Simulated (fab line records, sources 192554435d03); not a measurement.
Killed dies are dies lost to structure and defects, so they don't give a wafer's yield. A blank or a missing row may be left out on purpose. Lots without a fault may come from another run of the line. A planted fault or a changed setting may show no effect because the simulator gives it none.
A struck lot beside a sound one | flow n5_finfet | 38 steps out of a route of 1938
Sound: wafers L593.1, L593.3, L593.4. Struck: wafer L601.1. (L601.4, L601.6 of the same lot were not struck and are left out.) The cause comes at the end.
At each step with rows: each side's tool, then ch and its chambers, then its first start. Under that, the readings that differ: sound wafers | struck wafers | difference of the means | sigmas: that difference in standard deviations of wafers without a fault.
alike: readings whose means differ by less than 2 such deviations, and words and numbers that are the same on both sides. not compared: withheld readings, readings that some wafer has no value for, bounds like >300 that may hide the same value, and numbers for which the record gives no deviation and whose values overlap.
The two part at a step that has a row with sigmas, a row that says differs or no value, or rows on one side only. Numbers that don't overlap but have no deviation are shown without sigmas and don't part them. A reading that every wafer of one side lacks parts them only if that side has two wafers or more.

first, 9 steps without rows for these wafers: N5_BEOL_M12_SOFTBAKE_23 (time 60 s); N5_BEOL_M12_EXPOSE_25 (exposes mask M12); N5_BEOL_M12_PEB_26 (peb time 90 s); N5_BEOL_M12_DEVELOP_27 (develop time 45 s); N5_BEOL_M12_HARDBAKE_32 (time 120 s); N5_BEOL_M12_DESCUM_33 (chemistry O2, time 7.9 s); N5_BEOL_M12_ETCH_67 (etches SiARC in CF4, target depth 143 nm, time 238.3 s); N5_BEOL_M12_ETCH_68 (etches SOC in N2/H2, time 285 s); N5_BEOL_M12_STRIP_69 (strips in N2/H2).
N5_BEOL_M12_TRENCH_ETCH_34: etches SiOC in C4F8/O2/Ar, target depth 318.95 nm, time 125.5 s.
  sound on rie_diel-01 ch 0,2,3, day 13 06:19; struck on rie_diel-01 ch 0, day 16 00:32
  reading                  | sound             | struck | difference | sigmas
  model.etch.depth_nm (nm) | 317.1 325.2 315.3 | 550.5  | +231.3     |
  alike: bias_w, drypump_motor_current_A, oes_product_au, rf_vpp_V, showerhead_plenum_p_Torr, throttle_valve_pct
  not compared: rf_hours_counter_h
then, 1 step without rows for these wafers: N5_BEOL_M12_STRIP_70 (strips in C4F8/O2/Ar).
N5_BEOL_M12_OCD_MEAS_35:
  sound on ocd-01, day 13 06:28; struck on ocd-01, day 16 00:41
  reading              | sound       | struck | difference | sigmas
  trench_depth_nm (nm) | 317 325 315 | 550    | +231       | +56
then, 11 steps without rows for these wafers: N5_BEOL_M12_STRIP_37 (strips in N2/H2); N5_BEOL_M12_ETCH_38 (etches SiCN in CF4/N2, target depth 68.7 nm, time 73.4 s); N5_BEOL_M12_PRECLEAN_39 (cleans in residue remover, time 60 s); N5_BEOL_M12_SRD_40 (time 30 s, dry time 30 s); N5_BEOL_M12_DEGAS_41 (time 60 s); N5_BEOL_M12_PRE_CLEAN_42 (time 30 s); N5_BEOL_M12_SPUTTER_43 (material TaN, target thk 15 nm, time 24.19 s); N5_BEOL_M12_SPUTTER_44 (material Ta, target thk 10 nm, time 16.13 s); N5_BEOL_M12_SPUTTER_45 (material Cu, target thk 80 nm, time 13.33 s); N5_BEOL_M12_ECD_47 (material Cu, target thk 720 nm); N5_BEOL_M12_ANNEAL_48 (time 90 s).
N5_BEOL_M12_CMP_49: polishes, stops on SiOC, t overpolish 20.6 s, target thk 320 nm.
  sound on cmp-03 ch 0,1,2, day 13 08:51; struck on cmp-02 ch 0, day 16 05:44
  reading                                 | sound           | struck | difference | sigmas
  barrier_field_endpoint_s (s)            | 31.3 30.8 30.7  | 29.5   | -1.4       | -3
  model.Cu_of_BEOL_M12_ECD_47.thk_nm (nm) | 319.2 325.4 316 | 551.2  | +231.0     |
  alike: motor_current_A, overpolish_run_s
N5_BEOL_M12_THK_MEAS_50: measures by xrf.
  sound on film_metro-01, day 13 09:07; struck on film_metro-01, day 16 05:59
  reading      | sound       | struck | difference | sigmas
  M12_THK (nm) | 315 320 310 | 545    | +230       | +48
then, 2 steps without rows for these wafers: N5_BEOL_M12_PRE_CLEAN_52 (time 15 s); N5_BEOL_M12_DEP_53 (deposits SiCN from 3MS/NH3, target thk 30 nm, time 10.5 s).
N5_BEOL_M12_RS_MEAS_54: measures by four-point-probe.
  sound on film_metro-01, day 13 09:14; struck on film_metro-01, day 16 06:07
  reading         | sound                | struck | difference | sigmas
  M12_RS (ohm/sq) | 0.0602 0.0590 0.0609 | 0.0342 | -0.0258    | -29
then, 9 steps without rows for these wafers: N5_BEOL_M13_ILD_DEP_00 (deposits SiOC from DEMS/O2, target thk 837.92 nm, time 166.4 s); N5_BEOL_M13_COAT_58 (time 60 s, resist thk 89 nm); N5_BEOL_M13_COAT_04 (resist thk 400 nm); N5_BEOL_M13_EBR_06; N5_BEOL_M13_SOFTBAKE_05 (time 60 s); N5_BEOL_M13_EXPOSE_07 (exposes mask V12); N5_BEOL_M13_PEB_08 (peb time 90 s); N5_BEOL_M13_DEVELOP_09 (develop time 45 s); N5_BEOL_M13_HARDBAKE_14 (time 120 s).
N5_BEOL_M15_RC_MEAS_101:
  sound on prober-02 ch 0, day 14 02:40; struck on prober-02 ch 0, day 17 04:38
  reading                    | sound                   | struck  | difference | sigmas
  COMB_M14 (S/m)             | 3.8e-12 3.3e-12 4e-12   | 2e-12   | -2e-12     | -2
  COMB_M6 (S/m)              | 3.6e-11 3.2e-11 2.5e-11 | 2.1e-11 | -1.0e-11   | -2
  SERP_M12 (ohm/um)          | 0.641 0.619 0.634       | 0.355   | -0.276     | -17
  SERP_M12_max_site (ohm/um) | 0.652 0.631 0.640       | 0.360   | -0.281     | -17
  alike: COMB_M10, COMB_M11, COMB_M11_max_site, COMB_M13, COMB_M15, COMB_M5, COMB_M7, COMB_M8, COMB_M9, SERP_M10, SERP_M11, SERP_M13, SERP_M14, SERP_M14_max_site, SERP_M5, SERP_M6, SERP_M7, SERP_M8, SERP_M9, SERP_M9_max_site

WHERE THEY PART
First at N5_BEOL_M12_OCD_MEAS_35; last, within this record, at N5_BEOL_M15_RC_MEAS_101.

WHY: what the simulator had put in
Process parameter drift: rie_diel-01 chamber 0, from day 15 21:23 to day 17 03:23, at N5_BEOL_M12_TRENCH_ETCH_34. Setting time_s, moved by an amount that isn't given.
